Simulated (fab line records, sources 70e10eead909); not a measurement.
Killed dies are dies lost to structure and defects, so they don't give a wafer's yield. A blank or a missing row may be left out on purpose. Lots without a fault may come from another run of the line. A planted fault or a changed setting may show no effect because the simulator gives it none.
Which tool did it? | flow nand_harc | 13 lots, 38 wafers sampled, at 5 steps of a route of 1159

WHAT THE GAUGES READ, wafer by wafer
NHARC_END_SORT_01. Usual: killed_at_array 28, standard deviation 11; killed_at_other 0.9, standard deviation 1.2; killed_at_periphery 2.6, standard deviation 2.1; killed_dies 31, standard deviation 11; killed_open 3.1, standard deviation 1.7; killed_short 1.9, standard deviation 1.3.
lot  | measured     | on        | killed_at_array | killed_at_other | killed_at_periphery | killed_dies | killed_open | killed_short | flag
L995 | day 25 11:08 | prober-02 | 18 12 16        | 4 1 3           | 4 2 1               | 26 15 20    | 6 2 5       | 1 1 4        |

WHICH TOOL RAN EACH LOT (tool, then ch and the chambers of the sampled wafers, then the start)
lot  | NHARC_A_WL_FILL_ETCHBACK_05       | NHARC_A_WL_FILL_STRIP_29           | NHARC_A_WL_FILL_ETCHBACK_17       | NHARC_A_WL_FILL_CVD_20
L988 | rie_metal-03 ch 0,1, day 14 17:13 | rie_diel-12 ch 1,2,3, day 15 03:26 | rie_metal-02 ch 0,1, day 15 03:32 | cvd_w-01 ch 0,1, no start
L990 | rie_metal-01 ch 0,1, day 16 15:02 | rie_diel-03 ch 0,1,3, day 17 01:25 | rie_metal-01 ch 0,1, day 17 01:30 | cvd_w-01 ch 0,1, no start
L989 | rie_metal-03 ch 0,1, day 16 17:50 | rie_diel-07 ch 1,2, day 17 01:28   | rie_metal-03 ch 0,1, day 17 01:34 | cvd_w-01 ch 0,1, no start
L993 | rie_metal-02 ch 0,1, day 16 20:39 | rie_diel-07 ch 1,2,3, day 17 07:02 | rie_metal-03 ch 0,1, day 17 07:11 | cvd_w-01 ch 0,1, no start
L991 | rie_metal-02 ch 0,1, day 16 23:26 | rie_diel-12 ch 0,2,3, day 17 06:58 | rie_metal-01 ch 0,1, day 17 07:04 | cvd_w-01 ch 0,1, no start
L999 | rie_metal-03 ch 0,1, day 19 15:23 | rie_diel-03 ch 0,1,2, day 20 05:15 | rie_metal-02 ch 0,1, day 20 05:22 | cvd_w-01 ch 0,1, no start
L994 | rie_metal-02 ch 0,1, day 19 17:10 | rie_diel-03 ch 0,2,3, day 20 04:51 | rie_metal-02 ch 0,1, day 20 04:56 | cvd_w-02 ch 0,1, no start
L995 | rie_metal-03 ch 0,1, day 19 20:04 | rie_diel-12 ch 1,2,3, day 20 07:56 | rie_metal-01 ch 0,1, day 20 08:02 | cvd_w-02 ch 0,1, day 25 11:08 or earlier
L103 | rie_metal-02 ch 1, day 20 02:36   | rie_diel-03 ch 2,3, day 20 11:42   | rie_metal-01 ch 0, day 20 11:47   | cvd_w-01 ch 0,1, no start
L104 | rie_metal-01 ch 0,1, day 20 05:25 | rie_diel-12 ch 0,3, day 20 15:07   | rie_metal-01 ch 0,1, day 20 15:12 | cvd_w-01 ch 0,1, no start
L108 | rie_metal-01 ch 0,1, day 21 23:26 | rie_diel-07 ch 0,1,2, day 22 09:52 | rie_metal-02 ch 0,1, day 22 09:59 | cvd_w-01 ch 0,1, no start
L107 | rie_metal-02 ch 0,1, day 22 01:00 | rie_diel-03 ch 0,1,2, day 22 11:08 | rie_metal-02 ch 0,1, day 22 11:14 | cvd_w-02 ch 0,1, no start
L111 | rie_metal-03 ch 0,1, day 22 02:16 | rie_diel-07 ch 0,1,3, day 22 13:50 | rie_metal-03 ch 0,1, day 22 13:58 | cvd_w-02 ch 0,1, no start
- NHARC_A_WL_FILL_ETCHBACK_05: etches the open film in Cl2/BCl3, target depth 22 nm, time 60 s.
- NHARC_A_WL_FILL_STRIP_29: strips in O2, time 20 s.
- NHARC_A_WL_FILL_ETCHBACK_17: etches the open film in Cl2/BCl3, target depth 4 nm, time 26.7 s.
- NHARC_A_WL_FILL_CVD_20: deposits W, target thk 75 nm, time 5064 s.

WHAT THE TOOLS THEMSELVES READ (means of the sampled wafers that have a number; where no wafer has one, the mark that the record gives instead)
NHARC_A_WL_FILL_ETCHBACK_05. Usual: drypump_motor_current_A 5.7 A, standard deviation 0.48; oes_product_au 0.993 a.u., standard deviation 0.0073; run_length_s 81.1 s, standard deviation 0.43.
lot  | tool         | drypump_motor_current_A (A) | oes_product_au (a.u.) | run_length_s (s) | flag
L988 | rie_metal-03 | 5.7                         | 0.994                 | 81.3             |
L990 | rie_metal-01 | 5.9                         | 0.993                 | 80.7             |
L989 | rie_metal-03 | 5.7                         | 0.995                 | 81.3             |
L993 | rie_metal-02 | 5.3                         | 0.993                 | 81.5             |
L991 | rie_metal-02 | 5.3                         | 0.993                 | 81.4             |
L999 | rie_metal-03 | 5.5                         | 0.997                 | 81.1             |
L994 | rie_metal-02 | 5.7                         | 0.991                 | 81.3             |
L995 | rie_metal-03 | 5.7                         | 0.996                 | 81.2             |
L103 | rie_metal-02 | 4.8                         | 0.988                 | 81.3             |
L104 | rie_metal-01 | 5.9                         | 0.997                 | 80.6             |
L108 | rie_metal-01 | 5.7                         | 0.995                 | 80.5             |
L107 | rie_metal-02 | 5.3                         | 0.985                 | 81.3             |
L111 | rie_metal-03 | 5.8                         | 0.997                 | 81.3             |

NHARC_A_WL_FILL_STRIP_29. Usual: drypump_motor_current_A 5.54 A, standard deviation 0.27; mfc_ar_sccm 0.013 sccm, standard deviation 0.016; oes_product_au 1.000 a.u., standard deviation 0.006; rf_vpp_V 58.0 V, standard deviation 0.86; showerhead_plenum_p_Torr 3.57 Torr, standard deviation 0.14; throttle_valve_pct 17.037 %, standard deviation 0.0089.
lot  | tool        | drypump_motor_current_A (A) | mfc_ar_sccm (sccm) | oes_product_au (a.u.) | rf_vpp_V (V) | showerhead_plenum_p_Torr (Torr) | throttle_valve_pct (%) | flag
L988 | rie_diel-12 | 5.40                        | 0.014              | 1.000                 | 57.6         | 3.51                            | 17.035                 |
L990 | rie_diel-03 | 5.71                        | 0.015              | 1.001                 | 57.9         | 3.47                            | 17.042                 |
L989 | rie_diel-07 | 5.93                        | 0.005              | 0.999                 | 58.1         | 3.69                            | 17.037                 |
L993 | rie_diel-07 | 5.71                        | 0.003              | 1.008                 | 58.1         | 3.72                            | 17.051                 |
L991 | rie_diel-12 | 5.29                        | 0.014              | 1.000                 | 57.1         | 3.58                            | 17.033                 |
L999 | rie_diel-03 | 5.68                        | 0.018              | 1.000                 | 57.4         | 3.50                            | 17.042                 |
L994 | rie_diel-03 | 5.64                        | 0.023              | 1.005                 | 57.5         | 3.45                            | 17.033                 |
L995 | rie_diel-12 | 5.41                        | 0.014              | 0.997                 | 57.7         | 3.50                            | 17.043                 |
L103 | rie_diel-03 | 5.48                        | 0.034              | 1.001                 | 57.8         | 3.47                            | 17.029                 |
L104 | rie_diel-12 | 5.18                        | 0.028              | 1.004                 | 58.2         | 3.49                            | 17.035                 |
L108 | rie_diel-07 | 5.65                        | 0.003              | 0.991                 | 58.3         | 3.70                            | 17.042                 |
L107 | rie_diel-03 | 5.68                        | 0.018              | 1.004                 | 57.3         | 3.50                            | 17.040                 |
L111 | rie_diel-07 | 5.57                        | 0.003              | 1.001                 | 58.8         | 3.75                            | 17.037                 |

NHARC_A_WL_FILL_ETCHBACK_17. Usual: drypump_motor_current_A 5.7 A, standard deviation 0.46; oes_product_au 0.994 a.u., standard deviation 0.0083; run_length_s 47.8 s, standard deviation 0.44.
lot  | tool         | drypump_motor_current_A (A) | oes_product_au (a.u.) | run_length_s (s) | flag
L988 | rie_metal-02 | 5.8                         | 0.997                 | 48.2             |
L990 | rie_metal-01 | 5.9                         | 1.001                 | 47.3             |
L989 | rie_metal-03 | 5.6                         | 0.997                 | 47.8             |
L993 | rie_metal-03 | 5.7                         | 0.998                 | 48.3             |
L991 | rie_metal-01 | 5.7                         | 0.995                 | 47.3             |
L999 | rie_metal-02 | 5.3                         | 0.980                 | 48.5             |
L994 | rie_metal-02 | 5.7                         | 0.989                 | 48.2             |
L995 | rie_metal-01 | 5.7                         | 0.995                 | 44.6             | OFF
L103 | rie_metal-01 | 5.6                         | 0.994                 | 43.2             | OFF
L104 | rie_metal-01 | 5.9                         | 0.992                 | 41.8             | OFF
L108 | rie_metal-02 | 5.3                         | 0.984                 | 48.3             |
L107 | rie_metal-02 | 5.8                         | 0.985                 | 48.0             |
L111 | rie_metal-03 | 5.6                         | 0.996                 | 47.9             |

NHARC_A_WL_FILL_CVD_20. Usual: heater_power_w 444 W, standard deviation 34; mfc_ar_sccm 1560 sccm, standard deviation 4.2; throttle_valve_pct 8.01 %, standard deviation 0.21.
lot  | tool     | heater_power_w (W) | mfc_ar_sccm (sccm) | throttle_valve_pct (%) | flag
L988 | cvd_w-01 | 431                | 1559               | 7.76                   |
L990 | cvd_w-01 | 406                | 1560               | 7.93                   |
L989 | cvd_w-01 | 439                | 1557               | 7.90                   |
L993 | cvd_w-01 | 418                | 1557               | 8.08                   |
L991 | cvd_w-01 | 429                | 1561               | 7.81                   |
L999 | cvd_w-01 | 434                | 1560               | 8.05                   |
L994 | cvd_w-02 | 462                | 1565               | 8.02                   |
L995 | cvd_w-02 | 469                | 1565               | 8.08                   |
L103 | cvd_w-01 | 426                | 1562               | 7.96                   |
L104 | cvd_w-01 | 419                | 1559               | 7.97                   |
L108 | cvd_w-01 | 439                | 1559               | 8.07                   |
L107 | cvd_w-02 | 473                | 1564               | 8.20                   |
L111 | cvd_w-02 | 467                | 1565               | 8.08                   |

THE ANSWER, worked out from the rows above alone
Rule: a lot is off if the mean of its wafers that have a number lies more than 3 standard deviations from the usual mean. A lot without any number at a reading at which 4 lots or more have one is off too. The other lots that the step has rows for count as sound. The gauges are gone through in route order, then the tools' own readings, and for those a lot's mean is taken as printed above. The first step at which some lot is off is used, and at that step the reading that is off furthest; a lot without a number counts as furthest.
Off: L995, L103, L104, at NHARC_A_WL_FILL_ETCHBACK_17 (run_length_s).
A tool fits if, at that step or a process step before it, it ran every lot that is off, and no sound lot after the first of them. One fits: rie_metal-01 at NHARC_A_WL_FILL_ETCHBACK_17. Its last sound lot is L991 (day 17 07:04), its first lot that is off L995 (day 20 08:02): a fault that began between those two fits.
The tool's own readings at NHARC_A_WL_FILL_ETCHBACK_17 bear it out: on the lots that are off they differ by more than 5 times the standard deviation of the sound lots' means. run_length_s reads 43.2 s there against 48.0 s on the sound lots.

WHAT THE SIMULATOR HAD PUT IN
Process parameter drift: rie_metal-01, from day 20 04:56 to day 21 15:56, at NHARC_A_WL_FILL_ETCHBACK_17. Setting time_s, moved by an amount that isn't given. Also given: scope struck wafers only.
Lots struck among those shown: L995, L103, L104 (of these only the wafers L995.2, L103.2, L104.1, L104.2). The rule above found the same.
